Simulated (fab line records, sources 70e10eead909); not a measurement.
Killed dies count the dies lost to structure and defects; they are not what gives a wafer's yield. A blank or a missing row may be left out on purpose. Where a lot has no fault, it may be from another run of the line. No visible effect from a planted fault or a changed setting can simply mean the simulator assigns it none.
A lot that was struck, set against a sound lot -- flow nand_harc -- 44 out of 1302 route steps
Sound: these wafers, L499.3, L499.4, L499.5. The struck wafers were L514.1, L514.2, L514.6. At the end, the cause is stated.
Per side, at each step with rows, come the tool, then ch with its chambers, and then its first start. Under that, the readings that differ: sound wafers -- struck wafers -- difference of the means -- sigmas: that difference in standard deviations of wafers without a fault.
alike: readings whose means differ by less than 2 such deviations, and words and numbers that are the same on both sides. not compared: withheld readings, readings that some wafer has no value for, bounds like >300 that may hide the same value, and numbers for which the record gives no deviation and whose values overlap.
Wherever a step has rows on one side only, a row that says differs or no value, or a row with sigmas, the two part there. Numbers that don't overlap but have no deviation are shown without sigmas and don't part them. Lack of a reading on every wafer of one side parts them only where that side has two or more wafers.

first, 7 steps without rows for these wafers: NHARC_P_GATE_HMDS_39 (time 30 s); NHARC_P_GATE_COAT_40; NHARC_P_GATE_SOFTBAKE_41 (time 95 s); NHARC_P_GATE_EBR_42; NHARC_P_GATE_EXPOSE_43 (exposes mask P NSD, target cd 720 nm); NHARC_P_GATE_PEB_44 (peb time 85 s); NHARC_P_GATE_DEVELOP_45 (time 70 s).
NHARC_P_GATE_CD_MEAS_46: the cd target is 720 nm.
  sound on cd_sem-02 ch 0, day 5 08:44; struck on cd_sem-03 ch 0, day 11 16:00
  alike: cd_nm
then, 1 step without rows for these wafers: NHARC_P_GATE_HARDBAKE_47 (time 80 s).
NHARC_P_GATE_DESCUM_48: chemistry O2, time 3 s.
  sound on rie_diel-04 ch 1,2,3, day 5 08:53; struck on rie_diel-10 ch 0,1, day 11 16:10
  alike: drypump_motor_current_A, mfc_ar_sccm, oes_product_au, rf_vpp_V, showerhead_plenum_p_Torr, throttle_valve_pct
  not compared: rf_hours_counter_h
following that, these wafers have no rows for 1 step: NHARC_P_GATE_IMPLANT_49.
NHARC_P_GATE_STRIP_111: strips in N2/H2, time 250 s.
  sound on plasma_asher-01 ch 0,1, day 5 09:38; struck on plasma_asher-01 ch 0,1, day 11 16:33
  alike: drypump_motor_current_A, heater_power_w
  not compared: rf_hours_counter_h
NHARC_P_GATE_STRIP_75: strips in O2.
  sound on plasma_asher-01 ch 0,1, day 5 09:52; struck on plasma_asher-01 ch 0,1, day 11 16:51
  alike: drypump_motor_current_A, heater_power_w
  not compared: rf_hours_counter_h
then, 9 steps without rows for these wafers: NHARC_P_GATE_STRIP_50 (strips in SPM, time 900 s); NHARC_P_GATE_DEHYDRATE_51 (time 120 s); NHARC_P_GATE_HMDS_52 (time 30 s); NHARC_P_GATE_COAT_53; NHARC_P_GATE_SOFTBAKE_54 (time 95 s); NHARC_P_GATE_EBR_55; NHARC_P_GATE_EXPOSE_56 (exposes mask P PSD, target cd 720 nm); NHARC_P_GATE_PEB_57 (peb time 85 s); NHARC_P_GATE_DEVELOP_58 (time 70 s).
NHARC_P_GATE_CD_MEAS_59: the cd target is 720 nm.
  sound on cd_sem-02 ch 0, day 5 10:47; struck on cd_sem-03 ch 0, day 11 17:46
  alike: cd_nm
then, 3 steps without rows for these wafers: NHARC_P_GATE_HARDBAKE_60 (time 80 s); NHARC_P_GATE_DESCUM_61 (chemistry O2, time 3 s); NHARC_P_GATE_IMPLANT_62.
NHARC_P_GATE_STRIP_112: strips in N2/H2, time 200 s.
  sound on plasma_asher-01 ch 0,1, day 5 11:27; struck on plasma_asher-02 ch 0,1, day 11 18:18
  alike: drypump_motor_current_A, heater_power_w
  not compared: rf_hours_counter_h
NHARC_P_GATE_STRIP_76: strips in O2.
  sound on plasma_asher-01 ch 0,1, day 5 11:38; struck on plasma_asher-02 ch 0,1, day 11 18:34
  alike: drypump_motor_current_A, heater_power_w
  not compared: rf_hours_counter_h
then, 9 steps without rows for these wafers: NHARC_P_GATE_STRIP_63 (strips in SPM, time 900 s); NHARC_P_GATE_DEHYDRATE_83 (time 120 s); NHARC_P_GATE_HMDS_84 (time 30 s); NHARC_P_GATE_COAT_85; NHARC_P_GATE_SOFTBAKE_86 (time 95 s); NHARC_P_GATE_EBR_87; NHARC_P_GATE_EXPOSE_88 (exposes mask P HVN, target cd 2000 nm); NHARC_P_GATE_PEB_89 (peb time 85 s); NHARC_P_GATE_DEVELOP_90 (time 70 s).
NHARC_P_GATE_CD_MEAS_91: the cd target is 2000 nm.
  sound on cd_sem-02 ch 0, day 5 12:32; struck on cd_sem-02 ch 0, day 11 19:22
reading,sound,struck,difference,sigmas
cd_nm (nm),1998.4 1998.2 1997.1,2003.4 2003.9 1998.7,+4.1,+2
then, 1 step without rows for these wafers: NHARC_P_GATE_HARDBAKE_92 (time 80 s).
NHARC_P_GATE_DESCUM_93: chemistry O2, time 3 s.
  sound on rie_diel-04 ch 1,2, day 5 12:42; struck on rie_diel-10 ch 0,2,3, day 11 19:33
  alike: drypump_motor_current_A, mfc_ar_sccm, oes_product_au, rf_vpp_V, showerhead_plenum_p_Torr, throttle_valve_pct
  not compared: rf_hours_counter_h
then, 2 steps without rows for these wafers: NHARC_P_GATE_IMPLANT_94; NHARC_P_GATE_STRIP_113 (strips in N2/H2, time 740 s).
NHARC_P_GATE_INSPECT_68:
  sound on defect_inspect-01, day 5 15:41; struck on defect_inspect-01, day 11 22:27
reading,sound,struck,difference,sigmas
raw_defect_count,239 172 187,474 509 500,+295,+4
-- break in the record here, with 19 days between the starts of the struck wafers on either side (left off in module P_GATE, picked up again in module END, where the first step shown is number 1302 on the route) --
NHARC_END_SORT_01:
  here the record holds rows for the struck wafers (prober-01 ch 0, day 30 14:11) but none for the sound ones

## WHERE THEY PART
Last at NHARC_END_SORT_01 as far as this record goes, first at NHARC_P_GATE_CD_MEAS_91.

WHY: whatever the simulator had introduced
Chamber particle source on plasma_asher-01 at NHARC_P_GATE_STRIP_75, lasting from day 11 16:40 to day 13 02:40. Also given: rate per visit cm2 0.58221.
